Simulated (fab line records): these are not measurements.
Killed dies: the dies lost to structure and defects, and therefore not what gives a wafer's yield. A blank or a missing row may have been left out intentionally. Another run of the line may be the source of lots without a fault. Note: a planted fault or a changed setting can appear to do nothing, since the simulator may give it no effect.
Problem report in the 8D (eight disciplines) form, filled by code / flow n5 finfet / the parts of the form that need people (team, actions taken, sign-off) are left out

== 1. THE ISSUE ==
etch rf on time s at N5_FIN_SAQP_HM_OPEN_33 reads a mean of 39.8 s on 2 wafers of 2 lots; wafers without a fault read 69.0 s with a standard deviation of 1.4. That is -21 standard deviations from the usual mean.
The step: chemistry CH3F/O2, target SiNx, target depth 49.4 nm, time 70.6 s.
First observed at day 4 17:05: wafer L466.3, on rie diel-01. Wafers with a number at this step in the record: 28, from 10 lots. By rule, "out" or "out of limits" means more than 4 standard deviations away from the usual mean. The rest of the wafers with a number are treated as sound.

== 2. WHAT IT IS; WHAT IT IS NOT ==
question=which readings at this step | is=etch rf on time s, oes product au | is not=drypump motor current A, rf vpp V, showerhead plenum p Torr, throttle valve pct
question=which lots | is=L466, L468 | is not=L460, L462, L474, L475, L476, L477, L478, L479
question=which wafers of those lots | is=L466.3, L468.1 | is not=L466.5, L468.5
question=read on which tools | is=rie diel-01 | is not=rie diel-05, rie diel-06
question=when | is=from day 4 17:05 | is not=up to then (7 sound wafers); but 19 sound wafers of L468, L474, L475, L476, L477, L478, L479 came after

== 3. WHAT RULES OUT EACH SUSPECT ==
Counting: any tool at a process step up to the reading remains a suspect provided it ran every lot that is out. Sound lots after the first of them don't rule it out here, since some wafers of a struck lot are sound.
- rie diel-01 at N5_FIN_SAQP_HM_OPEN_33 (chemistry CH3F/O2, target SiNx, target depth 49.4 nm, time 70.6 s): kept. It processed each lot that is out (first: L466, day 4 17:05); up to then, its last sound lot is L460 (day 3 02:38). Out on those wafers are its own readings of etch rf on time s, oes product au.
Remaining after the count: rie diel-01 at N5_FIN_SAQP_HM_OPEN_33.

== 4. THE CAUSE (what the simulator had put in) ==
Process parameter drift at N5_FIN_SAQP_HM_OPEN_33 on rie diel-01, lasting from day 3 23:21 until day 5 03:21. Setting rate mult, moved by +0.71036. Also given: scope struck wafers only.
Only this tool survived the counting.

== 5. THE CHAIN OF EFFECTS, in route order ==
Rows list readings where the struck wafers' mean (over those with a number) sits beyond 3 standard deviations from the usual. Scope: only readings with a usual standard deviation given in the record; hours: median across lots of the time from each lot's start at the first step in this table that gives one to its start at this step; sigmas: change in usual standard deviations.
hours=0; step=N5_FIN_SAQP_HM_OPEN_33; reading=etch rf on time s; usual=69.0 s; on struck wafers=39.8; change=-29.2; sigmas=-21
hours=0; step=N5_FIN_SAQP_HM_OPEN_33; reading=oes product au; usual=0.66 a.u.; on struck wafers=1.00; change=+0.34; sigmas=+5.3
Here are the process steps it includes:
- N5_FIN_SAQP_HM_OPEN_33: chemistry CH3F/O2, target SiNx, target depth 49.4 nm, time 70.6 s.
Later measuring or inspecting steps at which every struck wafer that the step has a row for has a number for every such reading, and none has moved that far: N5_BEOL_M4_RC_MEAS_101.

== 6. HOW IT WOULD HAVE BEEN CAUGHT EARLIER ==
18 hours passed between the start of the fault at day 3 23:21 and the first reading out of limits in this record, taken at day 4 17:05.
